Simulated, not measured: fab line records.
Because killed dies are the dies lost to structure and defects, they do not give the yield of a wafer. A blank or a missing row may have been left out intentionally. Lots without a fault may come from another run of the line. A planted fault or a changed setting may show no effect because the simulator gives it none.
Matching of chambers / flow n5-finfet / N5_STI_FIN_REVEAL_ALD_00 on ald-sin-02: 4 sister chambers
The step deposits SiO2, target thk 1 nm, pulse time 1 s. 4 wafers are shown with their chamber, then 8 later ones without.

WAFERS WITH THEIR CHAMBER
wafer=L078.6; chamber=1; heater-power-w (W)=519
wafer=L079.3; chamber=0; heater-power-w (W)=467
wafer=L079.6; chamber=3; heater-power-w (W)=487
wafer=L089.1; chamber=2; heater-power-w (W)=486

WAFERS WHOSE CHAMBER IS MISSING
wafer=L089.5; heater-power-w (W)=472
wafer=L089.6; heater-power-w (W)=489
wafer=L090.1; heater-power-w (W)=508
wafer=L090.2; heater-power-w (W)=475
wafer=L090.5; heater-power-w (W)=464
wafer=L093.3; heater-power-w (W)=498
wafer=L093.5; heater-power-w (W)=469
wafer=L093.6; heater-power-w (W)=483

THE CHAMBER EACH PASSED THROUGH
wafer=L089.5; from the rows above=can't be placed: 0 or 2 or 3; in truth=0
wafer=L089.6; from the rows above=can't be placed: 3 or 2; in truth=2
wafer=L090.1; from the rows above=can't be placed: 1 or 3 or 2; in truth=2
wafer=L090.2; from the rows above=can't be placed: 0 or 2 or 3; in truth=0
wafer=L090.5; from the rows above=0; in truth=0
wafer=L093.3; from the rows above=can't be placed: 3 or 2 or 1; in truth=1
wafer=L093.5; from the rows above=0; in truth=0
wafer=L093.6; from the rows above=can't be placed: 2 or 3 or 0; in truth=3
Correctly placed: 2 of 8. From these rows, 6 cannot be placed; in 6 the true chamber is one of the candidates. Number placed wrongly: 0.
How it was worked out, from the rows above alone: a wafer's distance from a chamber is the root of the sum, over the readings, of the square of ((its reading less the chamber's mean) divided by the reading's scatter). If the next closest chamber is less than 2 further off than the closest, the wafer can't be placed; otherwise it belongs to the closest. Each chamber's mean is taken over the wafers shown for it. The scatter (one wafer shown for each chamber): square how far every hidden wafer sits from the nearest shown wafer, average those squares and take the square root.
